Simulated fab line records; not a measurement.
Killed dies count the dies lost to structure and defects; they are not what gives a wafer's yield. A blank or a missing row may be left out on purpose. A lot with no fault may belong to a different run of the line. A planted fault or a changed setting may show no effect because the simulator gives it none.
fab line records | flow nand_harc
record: lots: 7 | wafers: 21 | last_day: 33
route steps=1302 shown P_M2@331 END@1302
lots untouched by any fault: they come from a run of this same line in which no faults occurred
start_h: the number of hours between the record's first day and the start of the first shown wafer of the lot | wait_h: hours elapsed since this lot's preceding step | " as in the row above | L1.1+2: several wafers, shown together as one row | - value missing, or start not given | * or withheld: withheld | < > ~ a bound
route shown NAME@n: names a module that has steps shown in the file, with the first one's number in the route | usual: average and standard deviation across the fault-free wafers | same: alike in all rows | chamber/n: place in a boat | sites: the reading at each site | _std_site: how widely they spread, as a standard deviation | _edge_site: outer sites' mean less inner sites' | radius_mm: how far each site lies from the wafer's centre | mask NAME#n: copy n | behind: the last tool/chamber to shape the wafer | hold: why the lot went on hold/how many hours it stayed there/how the hold came to an end | device: which transistor (n, p or np) failed to switch | end of line: tests run on the same wafers once the route is complete | where a step has no rows: the recipe by itself | killed: dies that structure and defects cost at the first sort, which is not the same as the wafer's yield | map: dies across one wafer; x = killed, . = not, _ = none there
set.NAME: setting as actually run; set.NAME@STEP: the setting as run at that earlier step | model.NAME: the simulator's own value behind a step, which no gauge read
a table for each step, a row for each wafer; lots at some steps of the route
services: when a tool's chamber went out of use (start_h, in hours from the record's first day, below 0 if earlier), for how many hours, and the reason
== steps ==
step: NHARC_P_M2_DESCUM_14
recipe: time_s: 3 | o2_flow_sccm: 200 | ar_flow_sccm: 0 | bias_power_w: 0 | chemistry: O2
step: NHARC_P_M2_ETCH_35
recipe: target_depth_a: 400 | overetch_a: 120 | time_s: 43.94 | ion_energy_ev: 200 | n2_flow_sccm: 150 | h2_flow_sccm: 150 | ar_flow_sccm: 0 | rf_w: 400 | bias_w: 150 | chemistry: N2/H2
step: NHARC_P_M2_ETCH_15
recipe: target_depth_a: 1825 | time_s: 91.2 | c4f8_flow_sccm: withheld | ar_flow_sccm: 400 | rf_w: 600 | bias_w: 300 | chemistry: C4F8/Ar
usual: oes_product_au: 0.946/0.024 | rf_vpp_V: 442.1/2.7
lot.wafer | tool        | chamber | start_h | wait_h | oes_product_au | rf_hours_counter_h | rf_vpp_V
L318.2    | rie_diel-07 | 0       | -       | -      | 0.919          | 6.8                | 443.1
L318.4    | "           | 2       | "       | "      | 0.924          | 4.7                | 438.0
L318.6    | "           | 1       | "       | "      | 0.923          | -                  | 444.5
L319.1    | rie_diel-07 | 0       | -       | -      | 0.922          | 6.8                | 442.3
L319.2    | "           | 1       | "       | "      | 0.919          | 5.9                | 442.3
L319.4    | "           | 2       | "       | "      | 0.927          | 4.7                | 435.8
L324.1    | rie_diel-13 | 1       | -       | -      | 0.942          | 4.8                | 438.4
L324.4    | "           | 3       | "       | "      | 0.931          | 5.1                | 443.7
L324.5    | "           | 1       | "       | "      | 0.925          | -                  | 440.3
L323.2    | rie_diel-13 | 2       | -       | -      | 0.963          | 3.9                | 444.1
L323.3    | "           | 3       | "       | "      | 0.951          | 5.2                | 443.6
L323.4    | "           | 0       | "       | "      | 0.971          | 5.4                | 446.8
L325.4    | rie_diel-07 | 1       | -       | -      | 0.927          | 10.1               | 444.0
L325.3    | "           | 2       | "       | "      | 0.927          | 9.2                | 434.7
L325.2    | "           | 3       | "       | "      | 0.916          | 10.3               | 442.4
L327.3    | rie_diel-13 | 1       | -       | -      | 0.924          | 5.6                | 438.5
L327.1    | "           | 3       | "       | "      | 0.928          | 6.0                | 443.4
L327.6    | "           | 1       | "       | "      | 0.925          | -                  | 438.6
L333.2    | rie_diel-13 | 2       | -       | -      | 0.968          | 0.2                | 444.5
L333.6    | "           | 0       | "       | "      | 0.987          | -                  | 444.1
L333.5    | "           | 1       | "       | "      | 0.981          | -                  | 438.6
step: NHARC_P_M2_CD_MEAS_16
usual: cd_nm: 170.0/0.67
lot.wafer | tool      | chamber | start_h | wait_h | cd_nm
L318.2    | cd_sem-03 | -       | 219.78  | -      | 169.8
L318.4    | "         | -       | "       | "      | 169.9
L318.6    | "         | -       | "       | "      | 170.0
L319.1    | cd_sem-01 | -       | 225.28  | -      | 169.4
L319.2    | "         | -       | "       | "      | 169.7
L319.4    | "         | -       | "       | "      | 169.7
L324.1    | cd_sem-01 | -       | 274.36  | -      | 169.3
L324.4    | "         | -       | "       | "      | 170.1
L324.5    | "         | -       | "       | "      | 168.9
L323.2    | cd_sem-03 | -       | 275.64  | -      | 169.6
L323.3    | "         | -       | "       | "      | 169.8
L323.4    | "         | -       | "       | "      | 169.0
L325.2    | cd_sem-02 | -       | 280.76  | -      | 171.4
L325.3    | "         | -       | "       | "      | 170.3
L325.4    | "         | -       | "       | "      | 170.8
L327.1    | cd_sem-02 | -       | 296.63  | -      | 169.5
L327.3    | "         | -       | "       | "      | 169.5
L327.6    | "         | -       | "       | "      | 170.5
L333.2    | cd_sem-01 | -       | 359.06  | -      | 170.7
L333.5    | "         | -       | "       | "      | 170.4
L333.6    | "         | -       | "       | "      | 170.6
step: NHARC_P_M2_STRIP_18
recipe: power_w: 1000 | n2_flow_sccm: 150 | h2_flow_sccm: 150 | ar_flow_sccm: 0 | bias_w: 0 | chemistry: N2/H2
step: NHARC_P_M2_ETCH_28
recipe: target_depth_a: 300 | over_etch_frac: 0.3 | time_s: 72.99 | ion_energy_ev: 150 | cf4_flow_sccm: 50 | n2_flow_sccm: 100 | ar_flow_sccm: 150 | rf_w: 300 | bias_w: 100 | chemistry: CF4/N2
usual: drypump_motor_current_A: 5.5/0.38 | mfc_ar_sccm: 150.0/0.4 | oes_product_au: 1.002/0.0076 | rf_vpp_V: 314.8/1.9 | showerhead_plenum_p_Torr: 2.67/0.11 | throttle_valve_pct: 19.793/0.0083
lot.wafer | tool        | chamber | start_h | wait_h | drypump_motor_current_A | mfc_ar_sccm | oes_product_au | rf_hours_counter_h | rf_vpp_V | showerhead_plenum_p_Torr | throttle_valve_pct
L318.2    | rie_diel-13 | 2       | -       | -      | 5.4                     | 150.3       | 0.990          | 1.3                | 316.0    | 2.77                     | 19.793
L318.4    | "           | 0       | "       | "      | 5.1                     | 151.2       | 1.003          | 2.3                | 316.4    | 2.82                     | 19.803
L318.6    | "           | 2       | "       | "      | 5.4                     | 149.8       | 1.001          | -                  | 317.7    | 2.77                     | 19.788
L319.1    | rie_diel-07 | 3       | -       | -      | 5.8                     | 150.3       | 1.009          | 5.7                | 315.8    | 2.65                     | 19.801
L319.2    | "           | 0       | "       | "      | 5.9                     | 150.0       | 0.995          | 6.9                | 314.4    | 2.72                     | 19.787
L319.4    | "           | 1       | "       | "      | 5.7                     | 150.9       | 1.004          | 5.9                | 315.2    | 2.73                     | 19.804
L324.1    | rie_diel-13 | 3       | -       | -      | 5.9                     | 150.3       | 0.993          | 5.1                | 316.4    | 2.73                     | 19.793
L324.4    | "           | 1       | "       | "      | 6.0                     | 149.8       | 0.986          | 4.9                | 313.4    | 2.55                     | 19.801
L324.5    | "           | 3       | "       | "      | 5.9                     | 149.9       | 0.990          | -                  | 314.3    | 2.73                     | 19.798
L323.4    | rie_diel-07 | 3       | -       | -      | 5.8                     | 150.4       | 0.997          | 10.1               | 314.7    | 2.65                     | 19.806
L323.3    | "           | 1       | "       | "      | 5.7                     | 150.4       | 1.008          | 10.0               | 317.7    | 2.73                     | 19.795
L323.2    | "           | 2       | "       | "      | 5.1                     | 149.7       | 1.017          | 9.1                | 312.9    | 2.46                     | 19.794
L325.3    | rie_diel-13 | 3       | -       | -      | 5.9                     | 150.2       | 1.002          | 5.4                | 315.7    | 2.73                     | 19.783
L325.4    | "           | 0       | "       | "      | 5.1                     | 149.8       | 1.004          | 5.6                | 317.1    | 2.82                     | 19.797
L325.2    | "           | 1       | "       | "      | 6.0                     | 150.0       | 1.000          | 5.2                | 311.3    | 2.55                     | 19.813
L327.1    | rie_diel-09 | 0       | -       | -      | 5.6                     | 150.0       | 1.018          | 4.6                | 315.6    | 2.74                     | 19.781
L327.3    | "           | 1       | "       | "      | 4.8                     | 150.9       | 1.024          | 4.7                | 315.3    | 2.69                     | 19.783
L327.6    | "           | 2       | "       | "      | 5.3                     | 149.5       | 1.004          | -                  | 313.5    | 2.61                     | 19.802
L333.2    | rie_diel-09 | 1       | -       | -      | 4.8                     | 150.3       | 0.998          | 2.3                | 314.3    | 2.69                     | 19.793
L333.5    | "           | 0       | "       | "      | 5.6                     | 149.4       | 1.007          | -                  | 315.6    | 2.74                     | 19.799
L333.6    | "           | 1       | "       | "      | 4.8                     | 150.4       | 1.007          | -                  | 316.0    | 2.69                     | 19.784
step: NHARC_P_M2_STRIP_19
recipe: time_s: 600 | temp_c: 30 | chemistry: post_etch_residue_remover
step: NHARC_P_M2_DEGAS_29
recipe: temp_c: 250 | time_s: 60
usual: heater_power_w: 326/33
lot.wafer | tool           | chamber | start_h | wait_h | heater_power_w
L318.4    | pvd_sputter-01 | -       | 220.53  | -      | 367
L318.2    | "              | -       | "       | "      | 360
L318.6    | "              | -       | "       | "      | 293
L319.2    | pvd_sputter-01 | -       | 225.99  | -      | 374
L319.4    | "              | -       | "       | "      | 353
L319.1    | "              | -       | "       | "      | 381
L324.1    | pvd_sputter-02 | -       | 275.08  | -      | 298
L324.4    | "              | -       | "       | "      | 309
L324.5    | "              | -       | "       | "      | 301
L323.3    | pvd_sputter-03 | -       | 276.35  | -      | 331
L323.4    | "              | -       | "       | "      | 273
L323.2    | "              | -       | "       | "      | 287
L325.2    | pvd_sputter-03 | -       | 281.47  | -      | 333
L325.3    | "              | -       | "       | "      | 291
L325.4    | "              | -       | "       | "      | 332
L327.3    | pvd_sputter-02 | -       | 297.35  | -      | 311
L327.1    | "              | -       | "       | "      | 329
L327.6    | "              | -       | "       | "      | 307
L333.2    | pvd_sputter-01 | -       | 359.77  | -      | 364
L333.5    | "              | -       | "       | "      | 352
L333.6    | "              | -       | "       | "      | 296
step: NHARC_P_M2_PRE_CLEAN_30
recipe: time_s: 30 | temp_c: 280 | gas: H2/He
usual: heater_power_w: 396/41
lot.wafer | tool           | chamber | start_h | wait_h | heater_power_w
L318.2    | pvd_sputter-01 | -       | -       | -      | 447
L318.4    | "              | -       | "       | "      | 454
L318.6    | "              | -       | "       | "      | 447
L319.1    | pvd_sputter-03 | -       | 226.07  | -      | 318
L319.2    | "              | -       | "       | "      | 363
L319.4    | "              | -       | "       | "      | 398
L324.4    | pvd_sputter-02 | -       | -       | -      | 362
L324.1    | "              | -       | "       | "      | 369
L324.5    | "              | -       | "       | "      | 391
L323.4    | pvd_sputter-03 | -       | -       | -      | 414
L323.3    | "              | -       | "       | "      | 320
L323.2    | "              | -       | "       | "      | 420
L325.4    | pvd_sputter-03 | -       | -       | -      | 323
L325.3    | "              | -       | "       | "      | 415
L325.2    | "              | -       | "       | "      | 408
L327.3    | pvd_sputter-02 | -       | -       | -      | 405
L327.1    | "              | -       | "       | "      | 386
L327.6    | "              | -       | "       | "      | 382
L333.2    | pvd_sputter-01 | -       | -       | -      | 439
L333.5    | "              | -       | "       | "      | 433
L333.6    | "              | -       | "       | "      | 365
step: NHARC_P_M2_PVD_20
recipe: target_thk_a: 50 | bias_v: 168.6 | power_w: 15000 | chamber_pressure_pa: 0.12 | time_s: 8.06 | substrate_temp_c: 50 | material: TaN
step: NHARC_P_M2_PVD_21
recipe: target_thk_a: 300 | chamber_pressure_pa: 5 | power_w: 5000 | substrate_temp_c: 30 | time_s: 20.49 | material: Cu
usual: throttle_valve_pct: 30.2/0.85
lot.wafer | tool           | chamber | start_h | wait_h | throttle_valve_pct
L318.4    | pvd_sputter-01 | -       | -       | -      | 30.7
L318.2    | "              | -       | "       | "      | 29.9
L318.6    | "              | -       | "       | "      | 31.3
L319.1    | pvd_sputter-02 | -       | -       | -      | 28.5
L319.2    | "              | -       | "       | "      | 31.2
L319.4    | "              | -       | "       | "      | 29.6
L324.4    | pvd_sputter-02 | -       | -       | -      | 28.3
L324.1    | "              | -       | "       | "      | 30.9
L324.5    | "              | -       | "       | "      | 31.1
L323.2    | pvd_sputter-03 | -       | -       | -      | 29.6
L323.3    | "              | -       | "       | "      | 30.7
L323.4    | "              | -       | "       | "      | 31.7
L325.4    | pvd_sputter-03 | -       | -       | -      | 30.3
L325.3    | "              | -       | "       | "      | 29.6
L325.2    | "              | -       | "       | "      | 29.9
L327.1    | pvd_sputter-02 | -       | -       | -      | 31.4
L327.3    | "              | -       | "       | "      | 30.1
L327.6    | "              | -       | "       | "      | 31.1
L333.2    | pvd_sputter-01 | -       | -       | -      | 30.8
L333.6    | "              | -       | "       | "      | 30.6
L333.5    | "              | -       | "       | "      | 30.8
step: NHARC_P_M2_ECD_22
recipe: target_thk_a: 4000 | bath_temp_c: 25 | material: Cu
step: NHARC_P_M2_ANNEAL_31
recipe: temp_c: 225 | time_s: 90
usual: anneal_temp_c: 224.97/0.16 | anneal_temp_c_max: 226.07/0.26 | wafer_temp_C_max: 225.8/0.31
lot.wafer | tool          | chamber | start_h | wait_h | anneal_temp_c | anneal_temp_c_max | wafer_temp_C_max
L318.2    | rtp_anneal-01 | 0       | 221.31  | -      | 225.04        | 225.90            | 225.7
L318.4    | "             | 0       | "       | "      | 224.96        | 226.03            | 225.6
L318.6    | "             | 0       | "       | "      | 225.09        | 226.48            | 225.8
L319.1    | rtp_anneal-02 | 0       | 226.90  | 0.3    | 224.78        | 225.84            | 225.6
L319.2    | "             | 0       | "       | "      | 225.12        | 226.36            | 225.7
L319.4    | "             | 0       | "       | "      | 224.91        | 225.80            | 225.7
L324.1    | rtp_anneal-01 | -       | 275.83  | 0.3    | -             | -                 | -
L324.4    | "             | -       | "       | "      | -             | -                 | -
L324.5    | "             | -       | "       | "      | -             | -                 | -
L323.2    | rtp_anneal-01 | -       | 277.16  | -      | -             | -                 | -
L323.3    | "             | -       | "       | "      | -             | -                 | -
L323.4    | "             | -       | "       | "      | -             | -                 | -
L325.2    | rtp_anneal-02 | -       | 282.25  | -      | -             | -                 | -
L325.3    | "             | -       | "       | "      | -             | -                 | -
L325.4    | "             | -       | "       | "      | -             | -                 | -
L327.1    | rtp_anneal-02 | 0       | 298.08  | -      | 225.00        | 225.77            | 225.7
L327.3    | "             | 0       | "       | "      | 224.82        | 225.81            | 225.7
L327.6    | "             | 0       | "       | "      | 224.82        | 225.92            | 226.4
L333.2    | rtp_anneal-02 | 0       | 360.59  | 0.4    | 224.75        | 225.77            | 226.2
L333.5    | "             | 0       | "       | "      | 225.03        | 225.77            | 226.3
L333.6    | "             | 0       | "       | "      | 224.87        | 225.78            | 226.0
step: NHARC_P_M2_CMP_23
recipe: t_overpolish_s: 20 | target_thk_nm: 144.3
step: NHARC_END_SORT_01
recipe: temp_c: 25
usual: defect_limited_yield: 91.2/2.5 | killed_at_array: 55/17 | killed_at_other: 1.1/1.4 | killed_at_periphery: 3.9/3 | killed_dies: 59/17 | killed_open: 3.5/2 | killed_short: 2.6/1.6
same: gross_dies: 677
lot.wafer | tool      | chamber | start_h | wait_h | hold                     | defect_limited_yield[%] | killed_at_array | killed_at_other | killed_at_periphery | killed_dies | killed_open | killed_short
L318.2    | prober-01 | 0       | 648.51  | 2.8    | -                        | 95.3                    | 28              | 3               | 1                   | 32          | 2           | 4
L318.4    | prober-01 | 0       | 650.12  | 3.4    | -                        | 93.2                    | 41              | 3               | 2                   | 46          | 1           | 4
L318.6    | prober-01 | 0       | 651.73  | 4.0    | -                        | 94.2                    | 36              | 0               | 3                   | 39          | 3           | 2
L319.1    | prober-02 | 0       | 656.47  | 2.5    | -                        | 90.8                    | 57              | 1               | 4                   | 62          | 2           | 2
L319.2    | prober-02 | 0       | 657.27  | 2.8    | -                        | 91.3                    | 53              | 0               | 6                   | 59          | 4           | 3
L319.4    | prober-02 | 0       | 658.87  | 3.4    | -                        | 91.6                    | 54              | 0               | 3                   | 57          | 4           | 6
L323.2    | prober-01 | 0       | 705.64  | 2.8    | await_dispo/4.4h/release | 86.9                    | 57              | 1               | 31                  | 89          | 3           | 2
L323.3    | prober-01 | 0       | 706.43  | 3.1    | await_dispo/4.4h/release | 88.2                    | 53              | 1               | 26                  | 80          | 5           | 1
L323.4    | prober-01 | 0       | 707.22  | 3.4    | await_dispo/4.4h/release | 88.8                    | 56              | 2               | 18                  | 76          | 1           | 7
L327.1    | prober-01 | 0       | 720.33  | 2.5    | -                        | 95.7                    | 21              | 6               | 2                   | 29          | 3           | 2
L327.3    | prober-01 | 0       | 721.93  | 3.1    | -                        | 96.2                    | 21              | 3               | 2                   | 26          | 5           | 0
L327.6    | prober-01 | 0       | 724.33  | 4.0    | -                        | 94.1                    | 33              | 4               | 3                   | 40          | 8           | 0
L333.2    | prober-02 | 0       | 788.98  | 2.8    | -                        | 90.3                    | 57              | 3               | 6                   | 66          | 3           | 1
L333.5    | prober-02 | 0       | 791.39  | 3.7    | -                        | 90.5                    | 57              | 3               | 4                   | 64          | 4           | 2
L333.6    | prober-02 | 0       | 792.20  | 4.0    | -                        | 89.8                    | 59              | 5               | 5                   | 69          | 4           | 4
killed by level:class
L318.2 A_CHANNEL_HOLE_D2:chamber_film_flake=14 A_M1:chamber_film_flake=3 A_CHANNEL_HOLE_D1:chamber_film_flake=2 THIN_TSV:chamber_film_flake=2 P_M0:geometric_particle:short=1 A_ONON_D1:geometric_particle:open=1 A_DECK1_JOINT:geometric_particle:open=1 A_CONTACT:geometric_particle:short=1
L318.4 A_CHANNEL_HOLE_D2:chamber_film_flake=14 A_M1:chamber_film_flake=7 A_DECK1_JOINT:chamber_film_flake=6 A_CHANNEL_HOLE_D1:chamber_film_flake=4 THIN_TSV:chamber_film_flake=3 P_GATE:chamber_film_flake=2 A_ZERO_WELL:chamber_film_flake=2 A_CONTACT:chamber_film_flake=2
L318.6 A_CHANNEL_HOLE_D2:chamber_film_flake=17 A_CHANNEL_HOLE_D1:chamber_film_flake=6 A_DECK1_JOINT:chamber_film_flake=3 A_M1:chamber_film_flake=3 P_M0:geometric_particle:open=1 P_M1:geometric_particle:short=1 A_CHANNEL_HOLE_D2:geometric_particle:short=1 A_SGD_CUT:geometric_particle:open=1
L319.1 A_SLIT:chamber_film_flake=27 A_CHANNEL_HOLE_D1:chamber_film_flake=10 A_CHANNEL_HOLE_D2:chamber_film_flake=9 P_ZERO_WELL:chamber_film_flake=3 A_CONTACT:chamber_film_flake=3 A_ZERO_WELL:chamber_film_flake=2 A_WL_FILL:chamber_film_flake=2 A_CHANNEL_FILL_D1:geometric_particle:open=1
L319.2 A_SLIT:chamber_film_flake=27 A_CHANNEL_HOLE_D2:chamber_film_flake=9 A_CHANNEL_HOLE_D1:chamber_film_flake=7 P_ZERO_WELL:chamber_film_flake=3 A_WL_FILL:chamber_film_flake=3 P_CONTACT:geometric_particle:open=1 P_M2:geometric_particle:open=1 A_CHANNEL_FILL_D1:geometric_particle:short=1
L319.4 A_SLIT:chamber_film_flake=31 A_CHANNEL_HOLE_D2:chamber_film_flake=8 A_CHANNEL_HOLE_D1:chamber_film_flake=4 A_CONTACT:chamber_film_flake=2 P_M0:geometric_particle:short=1 P_M0:geometric_particle:open=1 P_M2:geometric_particle:open=1 A_SOURCE_PLATE:geometric_particle:short=1
L323.2 P_M2:area_anneal=29 A_SLIT:chamber_film_flake=27 A_CHANNEL_HOLE_D2:chamber_film_flake=11 A_CHANNEL_HOLE_D1:chamber_film_flake=10 A_CONTACT:chamber_film_flake=3 A_CHANNEL_FILL_D1:geometric_particle:open=2 A_ONON_D2:geometric_particle:open=1 A_ONON_D2:geometric_particle:short=1
L323.3 P_M2:area_anneal=23 A_SLIT:chamber_film_flake=22 A_CHANNEL_HOLE_D2:chamber_film_flake=15 A_CHANNEL_HOLE_D1:chamber_film_flake=6 A_M0:geometric_particle:open=2 P_CONTACT:geometric_particle:open=1 A_SOURCE_PLATE:geometric_particle:open=1 A_ONON_D2:geometric_particle:short=1
L323.4 A_SLIT:chamber_film_flake=29 P_M2:area_anneal=18 A_CHANNEL_HOLE_D2:chamber_film_flake=12 A_CHANNEL_HOLE_D1:chamber_film_flake=4 A_ONON_D2:geometric_particle:short=3 A_CHANNEL_FILL_D1:chamber_film_flake=2 A_CONTACT:chamber_film_flake=2 A_SOURCE_PLATE:geometric_particle:short=1
L327.1 A_CHANNEL_HOLE_D1:chamber_film_flake=11 THIN_TSV:chamber_film_flake=6 A_SLIT:chamber_film_flake=2 A_CONTACT:chamber_film_flake=2 P_CONTACT:geometric_particle:open=1 P_M0:geometric_particle:short=1 A_DECK1_JOINT:geometric_particle:open=1 A_CHANNEL_FILL_D2:geometric_particle:short=1
L327.3 A_CHANNEL_HOLE_D1:chamber_film_flake=9 A_SLIT:chamber_film_flake=3 THIN_TSV:chamber_film_flake=3 A_WL_FILL:geometric_particle:open=2 A_CONTACT:chamber_film_flake=2 P_M0:geometric_particle:open=1 P_M2:geometric_particle:open=1 A_STAIRCASE:geometric_particle:open=1
L327.6 A_CHANNEL_HOLE_D1:chamber_film_flake=13 A_CONTACT:chamber_film_flake=7 A_SLIT:chamber_film_flake=6 THIN_TSV:chamber_film_flake=4 A_M0:geometric_particle:open=3 P_CONTACT:geometric_particle:open=1 P_M0:geometric_particle:open=1 P_M2:geometric_particle:open=1
L333.2 A_SLIT:chamber_film_flake=41 A_CONTACT:chamber_film_flake=8 P_GATE:chamber_film_flake=4 THIN_TSV:chamber_film_flake=3 A_ZERO_WELL:chamber_film_flake=2 A_CHANNEL_FILL_D2:chamber_film_flake=2 P_CONTACT:geometric_particle:open=1 A_ONON_D1:geometric_particle:short=1
L333.5 A_SLIT:chamber_film_flake=36 A_CONTACT:chamber_film_flake=9 A_CHANNEL_HOLE_D1:chamber_film_flake=5 THIN_TSV:chamber_film_flake=3 A_ONON_D1:geometric_particle:open=2 P_GATE:geometric_particle:open=1 P_CONTACT:geometric_particle:short=1 P_CONTACT:geometric_particle:open=1
L333.6 A_SLIT:chamber_film_flake=38 A_CONTACT:chamber_film_flake=5 THIN_TSV:chamber_film_flake=5 A_CHANNEL_FILL_D2:chamber_film_flake=4 P_GATE:chamber_film_flake=3 A_WL_FILL:chamber_film_flake=3 P_CONTACT:geometric_particle:short=1 A_ONON_D1:geometric_particle:short=1
== services ==
tool           | chamber | start_h | hours | kind
rie_diel-13    | 0       | 198.50  | -     | clean
rie_diel-13    | 1       | 198.50  | -     | clean
rie_diel-13    | 2       | 198.50  | -     | clean
rie_diel-13    | 3       | 198.50  | -     | clean
rie_diel-07    | 3       | 200.40  | 4.0   | repair
rie_diel-13    | 0       | 223.00  | -     | clean
rie_diel-13    | 1       | 223.00  | -     | clean
rie_diel-13    | 2       | 223.00  | -     | clean
pvd_sputter-01 | -       | 226.04  | 10.0  | pm
pvd_sputter-02 | -       | 239.15  | 0.5   | repair
rie_diel-09    | 1       | 240.36  | 4.9   | repair
rie_diel-13    | 2       | 240.90  | 4.3   | repair
rie_diel-09    | 2       | 243.48  | 5.8   | repair
pvd_sputter-03 | -       | 252.23  | 9.5   | repair
rie_diel-09    | -       | 270.74  | 13.2  | repair
pvd_sputter-02 | -       | 282.02  | 10.0  | pm
rie_diel-07    | -       | 294.20  | 9.0   | pm
pvd_sputter-02 | -       | 306.49  | 26.0  | repair
pvd_sputter-01 | -       | 315.18  | 2.0   | repair
rie_diel-09    | 1       | 318.38  | 2.7   | repair
rie_diel-09    | -       | 320.10  | 9.0   | pm
pvd_sputter-03 | -       | 324.24  | 1.3   | repair
rie_diel-09    | 2       | 331.54  | 8.0   | repair
rie_diel-13    | -       | 342.03  | 9.0   | pm
== key ==
first_sign: step: NHARC_P_M2_ANNEAL_31 | reading: tool_record | direction: missing
effect: step: NHARC_END_SORT_01 | reading: killed_at_periphery | direction: up | sigmas: 7.2 | usual: 3.9 | struck: 25
met_at NHARC_P_M2_ANNEAL_31
struck_wafers L323.2,L323.3,L323.4,L324.1,L324.4,L324.5,L325.2,L325.3,L325.4
sort_left_out L324.1,L324.4,L324.5,L325.2,L325.3,L325.4
onset_between 226.90 275.83
fault: kind: skipped_step_whole | tool: rtp_anneal-01,rtp_anneal-02 | chamber: - | onset_h: 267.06 | steps: NHARC_P_M2_ANNEAL_31 | scope: struck_lots_only
sort_left_out: the simulated sort isn't trusted on such a fault, so these wafers' sort isn't shown, and their yield isn't known
